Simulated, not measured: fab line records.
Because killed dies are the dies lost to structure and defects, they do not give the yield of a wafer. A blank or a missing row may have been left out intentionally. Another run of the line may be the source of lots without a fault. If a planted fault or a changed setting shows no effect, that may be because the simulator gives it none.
Struck lot and sound lot, side by side | flow nand harc | 40 out of 1302 route steps
Sound: these wafers, L223.1, L223.2, L223.5. Struck: wafer L225.1 (left out: L225.3, L225.4 of the same lot, which were not struck); the cause appears at the end.
At each step with rows: each side's tool, then ch and its chambers, then its first start. Under that, the readings that differ: sound wafers | struck wafers | difference of the means | sigmas: that difference in standard deviations of wafers without a fault.
alike: words and numbers the same on both sides, and readings whose means are apart by under 2 such deviations; not compared: readings that were withheld, readings missing a value for some wafer, numbers with overlapping values and no deviation given by the record, and bounds like >300 which may hide the same value.
Wherever a step has rows on one side only, a row that says differs or no value, or a row with sigmas, the two part there. Numbers that have no deviation but don't overlap get no sigmas and don't part them. A reading missing from all wafers of one side parts the sides only when that side holds two or more wafers.

NHARC_P_CONTACT_CD_MEAS_19:
  sound on cd sem-03 at day 8 11:25; struck on cd sem-02 at day 9 13:00
  alike: cd nm
then, 9 steps without rows for these wafers: NHARC_P_CONTACT_STRIP_28 (strips in O2); NHARC_P_CONTACT_STRIP_29 (strips in post etch residue remover, time 1200 s); NHARC_P_CONTACT_DEGAS_38 (time 60 s); NHARC_P_CONTACT_PRE_CLEAN_39 (time 19.5 s); NHARC_P_CONTACT_PVD_32 (deposits Ti, target thk 5 nm, time 17.7 s); NHARC_P_CONTACT_ALD_22 (deposits TiN, target thk 3 nm, pulse time 1 s, ald cycles 150); NHARC_P_CONTACT_CVD_23 (deposits W, target thk 200 nm, time 557 s); NHARC_P_CONTACT_CMP_24 (polishes, t overpolish 30 s, target thk 200 nm); NHARC_P_CONTACT_SRD_26.
NHARC_P_CONTACT_INSPECT_27:
  sound on defect inspect-01 at day 8 13:41; struck on defect inspect-02 at day 9 15:11
  alike: raw defect count
NHARC_P_M0_DEP_00: deposits SiOC, target thk 150 nm.
  sound on pecvd-04 ch 0,1,2, day 8 13:48; struck on pecvd-01 ch 1,2, day 9 15:16
then, 9 steps without rows for these wafers: NHARC_P_M0_DEHYDRATE_01 (time 120 s); NHARC_P_M0_HMDS_02 (time 30 s); NHARC_P_M0_COAT_33 (time 65 s); NHARC_P_M0_COAT_03 (resist thk 90 nm); NHARC_P_M0_SOFTBAKE_04 (time 55 s); NHARC_P_M0_EBR_05; NHARC_P_M0_EXPOSE_06 (exposes mask P M0, target cd 90 nm); NHARC_P_M0_PEB_07 (peb time 65 s); NHARC_P_M0_DEVELOP_08 (develop time 35 s).
NHARC_P_M0_CD_MEAS_09: the cd target is 90 nm.
  sound on cd sem-03 ch 0, day 8 14:35; struck on cd sem-03 ch 0, day 9 15:58
  alike: cd nm
NHARC_P_M0_OVL_MEAS_10: pitch 180 nm.
  sound on overlay-02 at day 8 14:41; struck on overlay-02 at day 9 16:04
  reading           | sound         | struck | difference | sigmas
  overlay x nm (nm) | 1.9 2.0 1.6   | -0.9   | -2.7       | -3
  overlay y nm (nm) | 0.0 -0.3 -0.7 | 1.6    | +1.9       | +2
NHARC_P_M0_INSPECT_11:
  sound on defect inspect-01 at day 8 14:43; struck on defect inspect-02 at day 9 16:06
  alike: raw defect count
then, 3 steps without rows for these wafers: NHARC_P_M0_DESCUM_14 (chemistry O2, time 3 s); NHARC_P_M0_ETCH_34 (etches the open film in N2/H2, target depth 40 nm, overetch 12 nm, time 43.94 s); NHARC_P_M0_ETCH_15 (etches the open film in C4F8/Ar, target depth 150 nm, overetch 15 nm, time 82.5 s).
NHARC_P_M0_CD_MEAS_16:
  sound on cd sem-01 at day 8 15:12; struck on cd sem-03 at day 9 16:28
  alike: cd nm
NHARC_P_M0_STRIP_18: strips in N2/H2.
  sound on rie diel-02 ch 0,1,2, day 8 15:18; struck on rie diel-02 ch 3, day 9 16:32
  alike: chamber pressure mTorr, drypump motor current A, oes product au, rf vpp V, showerhead plenum p Torr, throttle valve pct
  not compared: rf hours counter h
then, 3 steps without rows for these wafers: NHARC_P_M0_STRIP_19 (strips in post etch residue remover, time 600 s); NHARC_P_M0_DEGAS_28 (time 60 s); NHARC_P_M0_PRE_CLEAN_29 (time 30 s).
NHARC_P_M0_PVD_20: deposits TaN, target thk 5 nm, time 8.06 s.
  sound on pvd sputter-02; struck on pvd sputter-01
  alike: throttle valve pct
NHARC_P_M0_PVD_21: deposits Cu, target thk 30 nm, time 20.49 s.
  sound on pvd sputter-02; struck on pvd sputter-01
  alike: throttle valve pct
then, 1 step without rows for these wafers: NHARC_P_M0_ECD_22 (material Cu, target thk 400 nm).
NHARC_P_M0_ANNEAL_30: time 90 s.
  sound on rtp anneal-01 ch 0, day 8 16:33; struck on rtp anneal-02 ch 0, day 9 17:50
  alike: wafer_temp_C_max
NHARC_P_M0_CMP_23: polishes, t overpolish 20 s, target thk 117.54 nm.
  sound on cmp-01 ch 0,1,2, day 8 16:57; struck on cmp-01 ch 1, day 9 18:12
  alike: motor current A, time to endpoint s
then, 1 step without rows for these wafers: NHARC_P_M0_SRD_25.
NHARC_P_M0_INSPECT_27:
  sound on defect inspect-01 at day 8 17:22; struck on defect inspect-02 at day 9 18:40
  alike: raw defect count
-- break in the record here, with 18 days between the starts of the struck wafers on either side (left off in module P_M0, picked up again in module END, where the first step shown is number 1302 on the route) --
NHARC_END_SORT_01:
  sound on prober-02 ch 0, day 26 22:14; struck on prober-02 ch 0, day 27 23:03
  reading                  | sound          | struck | difference | sigmas
  defect limited yield (%) | 89.5 91.4 88.8 | 0      | -90        | -37
  killed at periphery      | 1 2 1          | 631    | +630       | +99 or more
  killed dies              | 71 58 76       | 677    | +609       | +38
  killed open              | 11 3 8         | 2      | -5         | -3
  sort_bin_2_pct (%)       | 4.9 3.5 4.9    | 95.4   | +91.0      | +76
  sort n pass              | 606 619 601    | 0      | -609       | -38
  sort rim yield pct (%)   | 99 88 92       | 0      | -93        | -22
  sort yield pct (%)       | 89.5 91.4 88.8 | 0      | -90        | -37
  alike: killed at array, killed at other, killed short, sort_bin_3_pct, sort_bin_4_pct

## WHERE THEY PART
Last at NHARC_END_SORT_01 as far as this record goes, first at NHARC_P_M0_OVL_MEAS_10.

WHY: what the simulator had put in
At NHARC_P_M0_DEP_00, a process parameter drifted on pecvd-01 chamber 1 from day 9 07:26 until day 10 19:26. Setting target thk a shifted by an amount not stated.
